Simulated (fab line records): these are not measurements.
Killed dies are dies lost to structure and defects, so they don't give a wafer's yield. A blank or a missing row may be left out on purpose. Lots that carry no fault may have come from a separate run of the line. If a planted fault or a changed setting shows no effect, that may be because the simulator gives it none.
fab line records	flow nandHarc
[record] lots = 12	wafers = 36	lastDay = 31
route steps=1302 shown A_CHANNEL_FILL_D2@627 A_STAIRCASE@651 END@1302
lots that met no fault: from a run of the same line without faults
startH: start of the lot's first displayed wafer, in hours after the record's first day	waitH: hours elapsed since this lot's preceding step	" repeats the value in the row above	L1.1+2: several wafers, shown together as one row	- no value present, or no start provided	* or withheld: withheld	< > ~ a bound
route shown NAME@n: NAME is a module with steps in the file, n the number in the route of the first one	usual: mean and standard deviation over wafers with no fault	same: alike in all rows	chamber/n: place in a boat	sites: the reading at each site	_std_site: the values' standard deviation	_edge_site: inner sites' mean taken away from outer sites' mean	radiusMm: how far each site lies from the wafer's centre	mask NAME#n: copy n	behind: the most recent tool/chamber to have shaped the wafer	hold: why the lot went on hold/how many hours it stayed there/how the hold came to an end	device: the transistor (n, p or np) that didn't switch	end of line: the tests these same wafers got at the end of their route	step lacking rows: just its recipe	killed: the dies lost at the first sort to structure and to defects; this is not the yield of the wafer	map: per-die view of a wafer (x killed, . not killed, _ where there is no die)
set.NAME: the setting the step ran with; set.NAME@STEP: the setting that earlier step ran with	model.NAME: the simulator's own value behind a step, which no gauge read
route steps across a sampled set of lots; one table per step, one row per wafer
services: from which hour (startH, from the record's first day; less than 0 if before it) a tool's chamber was out of use, for how many hours, and why
[[steps]]
[step NHARC_A_CHANNEL_FILL_D2_ALD_25]
[recipe] targetThkA = 600	pulseTimeS = 10	aldCycles = 600	tempC = 300	material = SiOx
[usual] heaterPowerW = 455/45	precursorPulseHeightRel = 1.001/0.018
lot.wafer	tool	chamber	startH	waitH	heaterPowerW	precursorPulseHeightRel
L445.4	aldHk-02	3	344.02	0.0	411	0.975
L445.1	"	2	345.89	1.9	497	1.005
L445.5	"	3	"	"	413	1.015
L448.3	aldHk-04	2	379.30	0.1	485	0.984
L448.1	"	0	380.54	1.3	383	1.019
L448.2	"	1	"	"	493	1.013
L447.1	aldHk-01	1	379.31	0.1	537	1.019
L447.4	"	2	"	"	458	0.966
L447.5	"	2	382.41	3.2	467	1.024
L449.2	aldHk-02	3	391.91	1.3	387	0.979
L449.5	"	1	393.12	2.5	447	0.955
L449.6	"	2	"	"	497	1.017
L451.4	aldHk-01	2	411.25	0.7	442	1.009
L451.1	"	3	"	"	397	1.021
L451.6	"	2	413.69	3.1	459	1.003
L452.3	aldHk-04	0	429.75	0.7	379	0.988
L452.2	"	1	"	"	512	0.983
L452.5	"	3	431.59	2.5	408	0.990
L455.1	aldHk-02	0	447.85	0.1	455	0.995
L455.4	"	1	"	"	464	1.006
L455.3	"	3	449.71	1.9	399	0.990
L454.4	aldHk-01	2	447.85	0.1	465	1.012
L454.1	"	3	"	"	404	0.973
L454.3	"	0	"	"	451	0.956
L453.3	aldHk-04	2	447.85	0.1	474	1.029
L453.2	"	0	449.06	1.3	379	1.016
L453.6	"	2	450.28	2.5	464	1.022
L456.4	aldHk-01	3	469.22	1.9	416	0.970
L456.5	"	0	"	"	441	0.993
L456.6	"	1	"	"	554	1.008
L459.1	aldHk-04	0	502.03	0.8	392	1.014
L459.2	"	2	503.26	2.0	465	0.974
L459.6	"	0	504.49	3.2	381	0.973
L460.2	aldHk-02	1	511.63	1.3	463	0.975
L460.1	"	2	"	"	507	1.008
L460.6	"	0	513.49	3.1	453	1.011
[step NHARC_A_CHANNEL_FILL_D2_STRIP_29]
[recipe] timeS = 20	o2FlowSccm = 500	arFlowSccm = 0	biasW = 0	chemistry = O2
[usual] drypumpMotorCurrentA = 5.6/0.33	oesProductAu = 1.006/0.0093	rfVppV = 57.7/0.85	showerheadPlenumPTorr = 3.52/0.18	throttleValvePct = 17.037/0.0094
lot.wafer	tool	chamber	startH	waitH	drypumpMotorCurrentA	oesProductAu	rfHoursCounterH	rfVppV	showerheadPlenumPTorr	throttleValvePct
L445.1	rieDiel-09	2	-	-	5.9	1.022	0.5	58.2	3.73	17.047
L445.4	"	3	"	"	5.4	1.007	0.4	58.0	3.77	17.045
L445.5	"	2	"	"	5.8	1.016	-	58.4	3.73	17.065
L448.2	rieDiel-09	3	-	-	5.4	0.999	1.1	57.8	3.77	17.033
L448.1	"	0	"	"	5.8	1.011	1.2	57.9	3.35	17.054
L448.3	"	1	"	"	6.1	1.009	1.0	57.9	3.36	17.017
L447.1	rieDiel-13	2	385.26	0.3	6.1	1.017	5.9	56.8	3.67	17.035
L447.5	"	1	"	"	6.1	0.998	-	59.0	3.62	17.040
L447.4	"	2	"	"	6.0	1.011	-	58.4	3.67	17.041
L449.2	rieDiel-09	3	-	-	5.5	0.990	1.6	58.5	3.77	17.026
L449.6	"	3	"	"	5.4	0.999	-	58.9	3.77	17.041
L449.5	"	0	"	"	5.8	1.000	-	56.6	3.35	17.040
L451.1	rieDiel-13	2	-	-	6.0	1.007	13.1	58.8	3.67	17.040
L451.4	"	3	"	"	5.2	0.999	13.2	57.3	3.62	17.047
L451.6	"	1	"	"	6.1	1.013	-	58.0	3.61	17.021
L452.2	rieDiel-09	2	-	-	5.9	1.021	2.6	57.9	3.73	17.038
L452.3	"	0	"	"	5.8	1.001	2.6	58.5	3.35	17.034
L452.5	"	2	"	"	5.8	1.019	-	57.0	3.73	17.034
L453.3	rieDiel-10	0	-	-	5.6	0.998	0.9	58.2	3.76	17.052
L453.2	"	2	"	"	5.3	0.990	0.4	56.9	3.40	17.038
L453.6	"	3	"	"	5.0	1.008	-	58.2	3.33	17.027
L454.3	rieDiel-09	0	-	-	5.8	0.991	3.3	57.8	3.35	17.038
L454.4	"	1	"	"	6.0	1.008	3.4	57.6	3.36	17.028
L454.1	"	2	"	"	5.9	1.004	3.4	58.9	3.73	17.032
L455.1	rieDiel-10	1	-	-	5.6	1.001	0.9	57.2	3.46	17.031
L455.3	"	2	"	"	5.3	0.976	0.4	56.5	3.40	17.029
L455.4	"	0	"	"	5.6	1.008	0.9	58.2	3.76	17.042
L456.4	rieDiel-09	3	-	-	5.4	1.000	3.3	57.4	3.77	17.044
L456.6	"	1	"	"	6.1	1.003	-	58.0	3.36	17.032
L456.5	"	2	"	"	5.9	1.008	-	59.5	3.73	17.044
L459.2	rieDiel-10	3	-	-	5.0	1.006	3.4	57.0	3.33	17.040
L459.1	"	2	"	"	5.3	0.996	2.7	58.6	3.39	17.029
L459.6	"	3	"	"	5.0	1.007	-	57.3	3.32	17.045
L460.2	rieDiel-10	1	-	-	5.5	1.002	3.3	57.6	3.46	17.042
L460.1	"	2	"	"	5.3	0.994	2.9	56.9	3.39	17.052
L460.6	"	1	"	"	5.5	1.004	-	57.8	3.46	17.051
[step NHARC_A_CHANNEL_FILL_D2_RTA_24]
[recipe] tempC = 1000	timeS = 5
[usual] lampPowerPct = 29.2/2.9	wafer_temp_C_max = 1005.7/1.2
lot.wafer	tool	chamber	startH	waitH	lampPowerPct	wafer_temp_C_max
L445.1	rtpAnneal-01	0	355.70	0.0	31.9	1005.6
L445.4	"	0	"	"	31.9	1006.3
L445.5	"	0	"	"	31.9	1004.8
L448.1	rtpAnneal-02	0	392.26	0.0	26.0	1006.2
L448.2	"	0	"	"	26.0	1007.5
L448.3	"	0	"	"	26.0	1008.2
L447.1	rtpAnneal-01	0	392.27	0.0	31.9	1005.7
L447.4	"	0	"	"	31.9	1004.8
L447.5	"	0	"	"	31.9	1005.2
L449.2	rtpAnneal-02	0	403.98	0.1	26.0	1009.1
L449.5	"	0	"	"	26.1	1006.4
L449.6	"	0	"	"	26.0	1009.9
L451.1	rtpAnneal-02	0	422.30	0.1	26.0	1005.7
L451.4	"	0	"	"	26.0	1007.1
L451.6	"	0	"	"	26.1	1007.0
L452.2	rtpAnneal-01	0	441.07	0.1	31.8	1006.1
L452.3	"	0	"	"	31.9	1005.8
L452.5	"	0	"	"	31.9	1004.1
L455.1	rtpAnneal-01	0	459.54	0.0	31.9	1004.3
L455.3	"	0	"	"	31.8	1005.2
L455.4	"	0	"	"	32.0	1004.3
L455.1	rtpAnneal-01	0	459.92	0.4	31.9	1006.2
L455.3	"	0	"	"	31.9	1005.6
L455.4	"	0	"	"	31.9	1005.2
L453.2	rtpAnneal-02	0	459.70	0.2	26.0	1005.6
L453.3	"	0	"	"	26.0	1007.4
L453.6	"	0	"	"	26.0	1006.1
L454.1	rtpAnneal-01	0	459.71	0.1	31.8	1004.2
L454.3	"	0	"	"	31.8	1003.9
L454.4	"	0	"	"	31.9	1005.3
L456.4	rtpAnneal-01	0	479.32	0.1	31.8	1004.8
L456.5	"	0	"	"	31.9	1004.4
L456.6	"	0	"	"	31.9	1005.5
L456.4	rtpAnneal-01	0	479.70	0.3	31.9	1005.0
L456.5	"	0	"	"	31.9	1004.8
L456.6	"	0	"	"	31.9	1006.1
L459.1	rtpAnneal-02	0	513.21	0.2	26.1	1005.6
L459.2	"	0	"	"	26.1	1005.3
L459.6	"	0	"	"	26.0	1009.5
L459.1	rtpAnneal-02	0	513.59	0.3	26.0	1006.8
L459.2	"	0	"	"	26.1	1006.8
L459.6	"	0	"	"	26.0	1005.8
L460.1	rtpAnneal-02	0	522.19	0.0	26.1	1006.3
L460.2	"	0	"	"	26.0	1005.2
L460.6	"	0	"	"	26.0	1007.2
[step NHARC_A_STAIRCASE_ETCH_169]
[recipe] targetDepthA = 500	timeS = 107.1	ionEnergyEv = 120	ch3fFlowSccm = 50	o2FlowSccm = 30	arFlowSccm = 200	rfW = 500	biasW = 100	chemistry = CH3F/O2
[usual] drypumpMotorCurrentA = 5.4/0.46	oesProductAu = 0.962/0.018	rfVppV = 245.0/1.4	showerheadPlenumPTorr = 2.50/0.083	throttleValvePct = 20.664/0.0083
lot.wafer	tool	chamber	startH	waitH	drypumpMotorCurrentA	oesProductAu	rfHoursCounterH	rfVppV	showerheadPlenumPTorr	throttleValvePct
L445.4	rieDiel-05	3	357.04	0.1	5.7	0.986	37	243.0	2.51	20.661
L445.1	"	1	"	"	4.7	0.979	45	244.3	2.44	20.664
L445.5	"	2	"	"	5.9	0.970	-	245.4	2.48	20.673
L448.2	rieDiel-08	1	393.72	0.1	5.7	0.949	4	247.0	2.66	20.678
L448.3	"	2	"	"	5.0	0.955	3	245.2	2.50	20.658
L448.1	"	3	"	"	5.9	0.957	3	243.9	2.47	20.667
L447.1	rieDiel-08	3	393.79	0.1	5.9	0.942	3	242.6	2.47	20.677
L447.4	"	2	"	"	5.0	0.952	3	243.3	2.50	20.676
L447.5	"	0	"	"	5.3	0.955	-	243.4	2.45	20.662
L449.2	rieDiel-08	0	405.65	0.6	5.3	0.943	10	244.8	2.45	20.666
L449.6	"	2	"	"	5.0	0.962	-	245.1	2.50	20.658
L449.5	"	3	"	"	5.9	0.951	-	244.6	2.46	20.670
L451.4	rieDiel-08	2	423.76	0.1	5.0	0.971	14	245.5	2.49	20.662
L451.1	"	0	"	"	5.3	0.974	14	243.6	2.45	20.659
L451.6	"	3	"	"	5.9	0.965	-	243.9	2.46	20.667
L452.3	rieDiel-02	1	442.55	0.1	6.1	0.935	14	247.2	2.61	20.671
L452.2	"	3	"	"	5.1	0.982	15	242.3	2.37	20.673
L452.5	"	1	"	"	6.1	0.934	-	246.6	2.60	20.668
L453.2	rieDiel-02	2	461.05	0.1	5.7	0.969	20	244.2	2.47	20.650
L453.3	"	1	"	"	6.1	0.937	17	247.6	2.60	20.657
L453.6	"	2	"	"	5.7	0.981	-	244.2	2.47	20.664
L454.3	rieDiel-08	0	461.20	0.1	5.2	0.960	25	244.7	2.44	20.664
L454.4	"	2	"	"	5.0	0.995	24	245.1	2.49	20.667
L454.1	"	3	"	"	6.0	0.965	27	245.0	2.46	20.655
L455.3	rieDiel-08	1	461.36	0.1	5.7	0.965	23	247.7	2.65	20.678
L455.1	"	2	"	"	5.1	0.998	24	246.4	2.49	20.669
L455.4	"	3	"	"	5.9	0.982	26	243.0	2.46	20.672
L456.4	rieDiel-05	2	484.13	0.1	5.9	0.958	17	243.7	2.47	20.673
L456.5	"	3	"	"	5.7	0.947	-	245.4	2.49	20.682
L456.6	"	0	"	"	4.6	0.977	-	247.4	2.61	20.659
L459.2	rieDiel-08	3	514.79	0.1	5.9	0.971	45	245.5	2.45	20.677
L459.1	"	0	"	"	5.2	0.965	41	245.5	2.44	20.666
L459.6	"	3	"	"	5.9	0.970	-	243.7	2.45	20.665
L460.1	rieDiel-02	0	523.40	0.1	4.9	0.945	35	245.5	2.54	20.663
L460.2	"	3	"	"	5.1	0.979	34	243.6	2.36	20.669
L460.6	"	0	"	"	4.9	0.942	-	244.2	2.54	20.650
[step NHARC_END_SORT_01]
[recipe] tempC = 25
[usual] killedAtArray = 52/18	killedAtOther = 0.6/1.1	killedAtPeriphery = 3.7/2.4	killedDies = 57/19	killedOpen = 3.1/1.7	killedShort = 2.5/1.7
[same] grossDies = 677
lot.wafer	tool	chamber	startH	waitH	killedAtArray	killedAtOther	killedAtPeriphery	killedDies	killedOpen	killedShort
L449.2	prober-01	0	614.99	2.8	53	2	1	56	4	0
L449.5	prober-01	0	617.34	3.6	71	0	4	75	2	1
L449.6	prober-01	0	618.13	3.9	59	1	3	63	2	2
L456.4	prober-02	0	696.42	3.4	16	0	1	17	3	0
L456.5	prober-02	0	697.22	3.7	32	1	4	37	8	0
L456.6	prober-02	0	698.03	4.0	29	0	2	31	1	2
// killed by level:class
L449.2 A_SLIT:chamberFilmFlake=23 A_CHANNEL_HOLE_D1:chamberFilmFlake=18 A_CHANNEL_HOLE_D2:chamberFilmFlake=6 A_BLC:geometricParticle:open=2 A_STAIRCASE:chamberFilmFlake=2 A_ONON_D1:geometricParticle:open=1 P_M0:chamberFilmFlake=1 STARTING-WAFER:geometricParticle:open=1
L449.5 A_CHANNEL_HOLE_D1:chamberFilmFlake=30 A_SLIT:chamberFilmFlake=26 A_CHANNEL_HOLE_D2:chamberFilmFlake=7 P_BONDPAD:chamberFilmFlake=2 A_WL_FILL:chamberFilmFlake=2 P_M1:geometricParticle:short=1 A_WL_FILL:geometricParticle:open=1 A_M0:geometricParticle:open=1
L449.6 A_SLIT:chamberFilmFlake=25 A_CHANNEL_HOLE_D1:chamberFilmFlake=19 A_CHANNEL_HOLE_D2:chamberFilmFlake=4 A_WL_FILL:chamberFilmFlake=3 A_CONTACT:chamberFilmFlake=2 P_GATE:geometricParticle:open=1 A_ONON_D1:geometricParticle:short=1 A_CHANNEL_FILL_D2:geometricParticle:open=1
L456.4 A_CHANNEL_HOLE_D1:chamberFilmFlake=5 A_SLIT:chamberFilmFlake=3 A_DECK1_JOINT:chamberFilmFlake=2 A_STAIRCASE:chamberFilmFlake=2 P_CONTACT:geometricParticle:open=1 A_SGD_CUT:geometricParticle:open=1 A_BLC:geometricParticle:open=1 A_M0:chamberFilmFlake=1
L456.5 A_CHANNEL_HOLE_D1:chamberFilmFlake=11 A_CONTACT:chamberFilmFlake=10 A_STAIRCASE:chamberFilmFlake=3 P_M0:geometricParticle:open=2 A_ONON_D1:geometricParticle:open=2 A_M0:geometricParticle:open=2 A_SLIT:chamberFilmFlake=2 P_CONTACT:geometricParticle:open=1
L456.6 A_CONTACT:chamberFilmFlake=13 A_CHANNEL_HOLE_D1:chamberFilmFlake=8 A_SLIT:chamberFilmFlake=3 A_STAIRCASE:chamberFilmFlake=2 P_M0:geometricParticle:short=1 A_ONON_D1:geometricParticle:short=1 A_M0:geometricParticle:open=1 P_STI:chamberFilmFlake=1
[[services]]
tool	chamber	startH	hours	kind
rieDiel-09	-	320.10	9.0	pm
rieDiel-05	2	324.99	19.8	repair
rieDiel-13	-	325.27	0.3	repair
rieDiel-13	-	342.16	9.0	pm
aldHk-02	-	349.32	10.0	pm
rieDiel-10	2	351.92	5.6	repair
rieDiel-05	0	369.60	8.5	repair
rieDiel-09	1	369.69	13.7	repair
rieDiel-08	-	370.35	9.0	pm
rtpAnneal-01	-	372.00	12.0	pm
rieDiel-13	0	381.14	21.0	repair
rieDiel-02	-	395.37	9.0	pm
rieDiel-02	0	406.06	9.1	repair
rieDiel-10	1	410.69	2.6	repair
rieDiel-10	-	419.50	9.0	pm
rieDiel-08	3	427.00	1.3	repair
rieDiel-10	2	435.30	12.2	repair
rieDiel-10	1	469.00	2.4	repair
aldHk-01	-	474.88	10.0	pm
rieDiel-10	2	480.33	6.2	repair
rieDiel-09	2	488.94	7.0	repair
rieDiel-02	3	494.57	6.8	repair
rieDiel-09	-	497.10	9.0	pm
rieDiel-10	2	519.01	21.2	repair
[[key]]
[firstSign] step = NHARC_A_CHANNEL_FILL_D2_RTA_24	reading = visit	direction = added
effect none on later readings
metAt NHARC_A_CHANNEL_FILL_D2_RTA_24
struckLots L455,L456,L459
testerLeftOut L455,L456,L459
notActingAt NHARC_A_CHANNEL_FILL_D2_ALD_25,NHARC_A_CHANNEL_FILL_D2_STRIP_29,NHARC_A_STAIRCASE_ETCH_169
[fault] kind = repeatedStepWhole	tool = rtpAnneal-01,rtpAnneal-02	chamber = -	onsetH = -	steps = NHARC_A_CHANNEL_FILL_D2_RTA_24	times = 1	scope = struckLotsOnly
// testerLeftOut: of these lots the tester's yield and bins aren't shown, on N5 and GAA mostly nor the transistor test; their killed dies are dies lost to structure and defects alone, not to doping, threshold or leakage, so they don't give the yield
